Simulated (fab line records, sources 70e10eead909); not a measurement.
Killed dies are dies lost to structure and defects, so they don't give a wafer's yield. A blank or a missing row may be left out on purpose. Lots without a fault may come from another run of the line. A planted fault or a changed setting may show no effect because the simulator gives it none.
Chamber matching | flow nand_harc | NHARC_P_STI_CMP_21 on cmp-04: 4 sister chambers
The step polishes, t overpolish 20 s, target thk 380.67 nm. 16 wafers are shown with their chamber, then 8 later ones without.

WAFERS WITH THEIR CHAMBER
wafer  | chamber | motor_current_A (A) | overpolish_run_s (s) | slurry_flow_ml_min
L074.2 | 0       | 12.3                | 20.006               | 150.2
L074.3 | 3       | 13.6                | 20.011               | 150.1
L074.5 | 2       | 10.4                | 19.999               | 149.8
L075.2 | 1       | 10.5                | 19.997               | 149.9
L075.3 | 0       | 11.7                | 20.001               | 150.6
L075.5 | 2       | 9.7                 | 20.017               | 150.6
L082.2 | 2       | 9.8                 | 20.021               | 150.1
L082.4 | 0       | 11.8                | 19.997               | 150.2
L082.5 | 1       | 10.7                | 20.010               | 149.6
L084.3 | 0       | 11.4                | 19.992               | 151.3
L084.4 | 2       | 9.7                 | 19.996               | 150.2
L084.6 | 2       | 9.8                 | 20.019               | 149.8
L086.4 | 3       | 14.5                | 20.024               | 150.1
L086.5 | 0       | 10.9                | 20.001               | 150.0
L086.6 | 1       | 11.0                | 20.001               | 150.4
L087.3 | 1       | 10.9                | 19.998               | 150.5

SIGNATURES (means of the wafers above)
reading            | chamber 0 | chamber 1 | chamber 2 | chamber 3 | scatter within a chamber
motor_current_A    | 11.620    | 10.775    | 9.880     | 14.050    | 0.405
overpolish_run_s   | 19.99940  | 20.00150  | 20.01040  | 20.01750  | 0.00849
slurry_flow_ml_min | 150.460   | 150.100   | 150.100   | 150.100   | 0.414
Rule: a wafer's distance from a chamber is the root of the sum, over the readings, of the square of ((its reading less the chamber's mean) divided by the reading's scatter). The wafer belongs to the nearest chamber; if the next one is less than 2 further off, it can't be placed. The scatter: the root of (the sum of the squares of (reading less its chamber's mean) over the shown wafers, divided by (wafers less chambers)).

WAFERS WITHOUT THEIR CHAMBER
wafer  | motor_current_A (A) | overpolish_run_s (s) | slurry_flow_ml_min
L087.4 | 9.9                 | 20.019               | 150.2
L087.6 | 13.8                | 19.981               | 150.7
L090.4 | 11.0                | 20.013               | 149.7
L090.5 | 11.9                | 20.003               | 149.4
L090.6 | 11.3                | 19.991               | 149.1
L094.1 | 10.0                | 19.985               | 150.0
L094.3 | 13.3                | 19.982               | 149.8
L094.6 | 11.3                | 20.015               | 149.5

WHICH CHAMBER EACH WENT THROUGH
wafer  | from the rows above          | in truth
L087.4 | can't be placed: 2 or 1      | 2
L087.6 | can't be placed: 3 or 0      | 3
L090.4 | can't be placed: 1 or 0 or 2 | 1
L090.5 | can't be placed: 0 or 1      | 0
L090.6 | can't be placed: 1 or 0 or 2 | 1
L094.1 | can't be placed: 1 or 2 or 0 | 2
L094.3 | can't be placed: 3 or 0      | 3
L094.6 | can't be placed: 1 or 0 or 2 | 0
Placed correctly: 0 of 8. Can't be placed from these rows: 8 (the true chamber is among the candidates in 8). Placed wrongly: 0.
